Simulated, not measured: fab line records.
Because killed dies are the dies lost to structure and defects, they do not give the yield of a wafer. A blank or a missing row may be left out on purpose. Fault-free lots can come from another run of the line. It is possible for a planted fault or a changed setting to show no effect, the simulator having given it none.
Matching of chambers / flow n5Finfet / N5_MOL_CONTACT_COAG_ETCH_48 on rieDiel-05: 4 sister chambers
The step etches SiOC in C4F6/O2, target depth 15 nm, overetch 4.5 nm, time 17 s. 8 wafers are shown with their chamber, then 8 later ones without.

## EACH WAFER AND ITS CHAMBER
wafer=L082.2; chamber=0; rfVppV (V)=1569; drypumpMotorCurrentA (A)=5.2
wafer=L082.5; chamber=3; rfVppV (V)=1554; drypumpMotorCurrentA (A)=4.7
wafer=L087.2; chamber=2; rfVppV (V)=1629; drypumpMotorCurrentA (A)=5.9
wafer=L087.6; chamber=1; rfVppV (V)=1545; drypumpMotorCurrentA (A)=5.9
wafer=L089.1; chamber=0; rfVppV (V)=1569; drypumpMotorCurrentA (A)=5.2
wafer=L089.3; chamber=2; rfVppV (V)=1628; drypumpMotorCurrentA (A)=6.0
wafer=L089.6; chamber=1; rfVppV (V)=1547; drypumpMotorCurrentA (A)=5.9
wafer=L090.2; chamber=3; rfVppV (V)=1554; drypumpMotorCurrentA (A)=4.7

## WAFERS MISSING THEIR CHAMBER
wafer=L090.4; rfVppV (V)=1546; drypumpMotorCurrentA (A)=5.9
wafer=L090.5; rfVppV (V)=1553; drypumpMotorCurrentA (A)=4.7
wafer=L091.1; rfVppV (V)=1628; drypumpMotorCurrentA (A)=6.0
wafer=L091.4; rfVppV (V)=1572; drypumpMotorCurrentA (A)=5.2
wafer=L091.6; rfVppV (V)=1546; drypumpMotorCurrentA (A)=5.8
wafer=L096.1; rfVppV (V)=1568; drypumpMotorCurrentA (A)=5.1
wafer=L096.4; rfVppV (V)=1552; drypumpMotorCurrentA (A)=4.7
wafer=L096.5; rfVppV (V)=1547; drypumpMotorCurrentA (A)=5.8

## WHICH CHAMBER EACH ONE RAN IN
wafer=L090.4; from the rows above=1; in truth=1
wafer=L090.5; from the rows above=3; in truth=3
wafer=L091.1; from the rows above=2; in truth=2
wafer=L091.4; from the rows above=0; in truth=0
wafer=L091.6; from the rows above=1; in truth=1
wafer=L096.1; from the rows above=0; in truth=0
wafer=L096.4; from the rows above=3; in truth=3
wafer=L096.5; from the rows above=1; in truth=1
Correct placement for 8 of the 8. Can't be placed from these rows: 0. Wrongly placed: 0.
How it was worked out, from the rows above alone: a wafer's distance from a chamber is the root of the sum, over the readings, of the square of ((its reading less the chamber's mean) divided by the reading's scatter). The wafer belongs to the nearest chamber; if the next one is less than 2 further off, it can't be placed. A chamber's mean is the mean of its shown wafers. The scatter: the root of (the sum of the squares of (reading less its chamber's mean) over the shown wafers, divided by (wafers less chambers)).
